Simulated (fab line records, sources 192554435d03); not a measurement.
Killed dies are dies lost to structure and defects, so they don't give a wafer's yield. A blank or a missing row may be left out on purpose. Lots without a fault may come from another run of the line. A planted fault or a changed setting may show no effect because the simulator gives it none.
Chamber matching | flow n5_finfet | N5_HKMG_FIN_STRIP_34 on rie_diel-01: 4 sister chambers
The step strips in CF4. 7 wafers are shown with their chamber, then 7 later ones without.

WAFERS WITH THEIR CHAMBER
wafer  | chamber | showerhead_plenum_p_Torr (Torr) | throttle_valve_pct (%)
L077.3 | 1       | 1.81                            | 13.28
L078.4 | 1       | 1.81                            | 13.29
L074.1 | 2       | 1.86                            | 13.82
L074.5 | 0       | 1.81                            | 13.32
L074.6 | 2       | 1.86                            | 13.83
L087.1 | 0       | 1.80                            | 13.37
L087.3 | 3       | 1.87                            | 13.70

WAFERS WITHOUT THEIR CHAMBER
wafer  | showerhead_plenum_p_Torr (Torr) | throttle_valve_pct (%)
L087.6 | 1.80                            | 13.37
L093.1 | 1.80                            | 13.38
L093.2 | 1.85                            | 13.89
L093.4 | 1.86                            | 13.71
L094.1 | 1.86                            | 13.70
L094.2 | 1.80                            | 13.37
L094.5 | 1.80                            | 13.39

WHICH CHAMBER EACH WENT THROUGH
wafer  | from the rows above | in truth
L087.6 | 0                   | 0
L093.1 | 0                   | 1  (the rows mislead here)
L093.2 | 2                   | 2
L093.4 | 3                   | 3
L094.1 | 3                   | 3
L094.2 | 0                   | 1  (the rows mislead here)
L094.5 | 0                   | 0
Placed correctly: 5 of 7. Can't be placed from these rows: 0. Placed wrongly: 2.
How it was worked out, from the rows above alone: a wafer's distance from a chamber is the root of the sum, over the readings, of the square of ((its reading less the chamber's mean) divided by the reading's scatter). The wafer belongs to the nearest chamber; if the next one is less than 2 further off, it can't be placed. A chamber's mean is the mean of its shown wafers. The scatter: the root of (the sum of the squares of (reading less its chamber's mean) over the shown wafers, divided by (wafers less chambers)).
